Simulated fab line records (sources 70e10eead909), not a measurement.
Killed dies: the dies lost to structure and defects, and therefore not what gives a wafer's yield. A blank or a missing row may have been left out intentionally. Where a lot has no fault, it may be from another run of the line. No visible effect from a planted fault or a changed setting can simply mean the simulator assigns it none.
Which of the tools did it? -- flow nand-harc -- Sampling: 12 lots, 36 wafers, 4 of 1302 route steps

WHAT EACH GAUGE READ, for each wafer
NHARC_P_ZERO_WELL_CD_MEAS_11: target cd 500 nm.
lot,measured,on,cd-nm (nm)
L623,day 1 21:14,cd-sem-01,501.5 499.9 501.4
L626,day 3 03:17,cd-sem-03,501.5 503.9 502.2
L628,day 3 23:07,cd-sem-03,502.8 499.2 502.4
L629,day 4 09:07,cd-sem-02,496.6 496.6 499.3
L630,day 4 19:14,cd-sem-03,502.8 496.9 499.9
L631,day 5 05:07,cd-sem-01,499.6 496.2 496.9
L632,day 5 15:14,cd-sem-03,501.0 501.8 499.6
L633,day 6 01:14,cd-sem-01,503.8 499.4 505.5
L635,day 6 21:15,cd-sem-01,502.0 503.1 504.0
L636,day 7 07:07,cd-sem-03,501.3 501.2 501.2
L638,day 8 03:16,cd-sem-02,499.1 499.0 499.3
L642,day 9 19:09,cd-sem-01,501.8 498.0 500.4

NHARC_P_ZERO_WELL_CD_MEAS_37: target cd 720 nm.
lot,measured,on,cd-nm (nm)
L623,day 2 00:07,cd-sem-01,724.5 719.4 721.8
L626,day 3 06:19,cd-sem-02,720.0 722.1 724.6
L628,day 4 02:58,cd-sem-02,719.2 721.7 720.2
L629,day 4 12:06,cd-sem-01,718.5 720.1 722.8
L630,day 4 22:06,cd-sem-03,720.5 721.0 719.3
L631,day 5 08:00,cd-sem-02,720.6 718.4 723.1
L632,day 5 18:07,cd-sem-03,723.9 724.2 721.2
L633,day 6 04:05,cd-sem-02,721.4 720.1 721.5
L635,day 7 00:07,cd-sem-03,720.1 722.4 720.6
L636,day 7 12:17,cd-sem-01,719.0 719.7 721.5
L638,day 8 06:12,cd-sem-02,739.7 738.7 736.9
L642,day 9 22:17,cd-sem-01,723.1 717.6 722.0

TOOL THAT RAN EACH LOT (tool first, then ch and the chambers of the sampled wafers, then the start)
lot,NHARC_P_ZERO_WELL_DESCUM_26,NHARC_P_ZERO_WELL_EXPOSE_34
L623,"rie-diel-04 ch 0,2, day 1 22:44","krf-scanner-02 ch 0, day 1 23:58"
L626,"rie-diel-06 ch 0,1,3, day 3 04:51","krf-scanner-02 ch 0, day 3 06:10"
L628,"rie-diel-01 ch 0,3, day 4 01:37","krf-scanner-03 ch 0, day 4 02:49"
L629,"rie-diel-04 ch 0,1,3, day 4 10:38","krf-scanner-01 ch 0, day 4 11:57"
L630,"rie-diel-06 ch 1,3, day 4 20:37","krf-scanner-03 ch 0, day 4 21:57"
L631,"rie-diel-01 ch 0,2,3, day 5 06:33","krf-scanner-02 ch 0, day 5 07:50"
L632,"rie-diel-04 ch 0,3, day 5 16:46","krf-scanner-02 ch 0, day 5 17:58"
L633,"rie-diel-04 ch 0,3, day 6 02:44","krf-scanner-02 ch 0, day 6 03:56"
L635,"rie-diel-06 ch 0,2,3, day 6 22:46","krf-scanner-02 ch 0, day 6 23:58"
L636,"rie-diel-01 ch 0,2,3, day 7 08:37","krf-scanner-01 ch 0, day 7 12:08"
L638,"rie-diel-01 ch 1,2,3, day 8 04:50","krf-scanner-01 ch 0, day 8 06:03"
L642,"rie-diel-06 ch 2,3, day 9 20:56","krf-scanner-02 ch 0, day 9 22:08"
- NHARC_P_ZERO_WELL_DESCUM_26: chemistry O2, time 3 s.
- NHARC_P_ZERO_WELL_EXPOSE_34: exposes mask P PWELL, target cd 720 nm.

WHAT THE TOOLS THEMSELVES READ (means of the sampled wafers that have a number; where no wafer has one, the mark that the record gives instead)
NHARC_P_ZERO_WELL_DESCUM_26.
lot,tool,drypump-motor-current-A (A),oes-product-au (a.u.),rf-vpp-V (V),showerhead-plenum-p-Torr (Torr),throttle-valve-pct (%)
L623,rie-diel-04,5.8,0.995,57.7,1.87,11.311
L626,rie-diel-06,6.2,0.985,57.9,1.93,11.313
L628,rie-diel-01,5.1,1.017,57.3,1.87,11.316
L629,rie-diel-04,5.9,0.990,58.3,1.84,11.306
L630,rie-diel-06,6.2,0.983,58.0,1.92,11.316
L631,rie-diel-01,5.3,1.013,57.6,1.88,11.307
L632,rie-diel-04,6.0,0.994,57.8,1.83,11.314
L633,rie-diel-04,5.9,1.001,56.8,1.86,11.312
L635,rie-diel-06,5.7,0.991,57.4,1.93,11.300
L636,rie-diel-01,5.3,1.001,57.5,1.87,11.304
L638,rie-diel-01,5.8,0.998,58.1,1.89,11.309
L642,rie-diel-06,5.5,0.995,57.5,1.85,11.312

NHARC_P_ZERO_WELL_EXPOSE_34.
lot,tool,reticle-temp-C (C)
L623,krf-scanner-02,23.19
L626,krf-scanner-02,23.10
L628,krf-scanner-03,22.90
L629,krf-scanner-01,23.15
L630,krf-scanner-03,23.02
L631,krf-scanner-02,23.00
L632,krf-scanner-02,22.92
L633,krf-scanner-02,23.11
L635,krf-scanner-02,22.85
L636,krf-scanner-01,23.06
L638,krf-scanner-01,22.93
L642,krf-scanner-02,23.02

THE ANSWER, worked out from the rows above alone
Rule: the lots themselves supply what counts as usual. The widest of any qualifying gaps counts: lots, ordered by their means at a reading, are off when they make up no more than a third of the lots, leave a main group of 4 or more, and stand apart from it by 3 or more times the standard deviation of that group's means. If all means in a main group match to the digits the tables above print for the reading, that group is not used. A lot without any number at a reading at which 4 lots or more have one is off too. The other lots that the step has rows for count as sound. After the gauges, taken in route order, come the tools' own readings; for these a lot's mean is taken, as printed above. At the first step where some lot is off, the reading lying furthest off is the one used; lots without a number count as furthest.
Off: L638, at NHARC_P_ZERO_WELL_CD_MEAS_37 (cd-nm). Main group: mean 721.1 nm, sd 0.9.
A tool fits if, at a process step before that reading, it ran every lot that is off, and no sound lot after the first of them. Gauges at NHARC_P_ZERO_WELL_CD_MEAS_37: tried the same way as those tools. Can't be told from this: 3 tools fit, rie-diel-01 at NHARC_P_ZERO_WELL_DESCUM_26, krf-scanner-01 at NHARC_P_ZERO_WELL_EXPOSE_34, cd-sem-02 at NHARC_P_ZERO_WELL_CD_MEAS_37.

WHAT HAD BEEN PUT IN BY THE SIMULATOR
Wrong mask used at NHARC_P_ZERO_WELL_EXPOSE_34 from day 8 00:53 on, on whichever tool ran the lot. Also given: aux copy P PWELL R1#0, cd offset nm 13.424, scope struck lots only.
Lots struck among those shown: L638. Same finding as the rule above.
